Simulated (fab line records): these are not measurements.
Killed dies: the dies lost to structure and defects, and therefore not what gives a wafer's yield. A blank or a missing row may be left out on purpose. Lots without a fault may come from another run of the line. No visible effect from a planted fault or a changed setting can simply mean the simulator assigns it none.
Matching of chambers -- flow nandHarc -- NHARC_P_BONDPAD_ETCH_37 on rieDiel-01 has 4 sister chambers
The step etches the open film in N2/H2, target depth 60 nm, overetch 18 nm, time 65.91 s. 4 wafers are shown with their chamber, then 12 later ones without.

## WAFERS PAIRED WITH THEIR CHAMBERS
wafer,chamber,showerheadPlenumPTorr (Torr)
L089.1,0,2.10
L092.1,1,2.15
L092.2,3,2.08
L092.4,2,2.17

## WAFERS WITHOUT THEIR CHAMBER
wafer,showerheadPlenumPTorr (Torr)
L093.3,2.17
L093.5,2.15
L093.6,2.17
L095.1,2.08
L095.2,2.15
L095.5,2.15
L097.1,2.10
L097.2,2.08
L097.4,2.15
L096.2,2.14
L096.3,2.08
L096.6,2.17

## WHICH CHAMBER EACH WENT THROUGH
wafer,from the rows above,in truth
L093.3,2,2
L093.5,1,1
L093.6,2,2
L095.1,3,3
L095.2,1,1
L095.5,1,1
L097.1,0,0
L097.2,3,3
L097.4,1,1
L096.2,1,1
L096.3,3,3
L096.6,2,2
12 of 12 placed correctly. Left unplaced by these rows: 0. Placed wrongly: 0.
How it was worked out, from the rows above alone: a wafer's distance from a chamber is the root of the sum, over the readings, of the square of ((its reading less the chamber's mean) divided by the reading's scatter). If the next closest chamber is less than 2 further off than the closest, the wafer can't be placed; otherwise it belongs to the closest. Each chamber's mean is taken over the wafers shown for it. The scatter: root of mean squared gap, hidden wafer to nearest shown wafer, with one shown wafer a chamber.
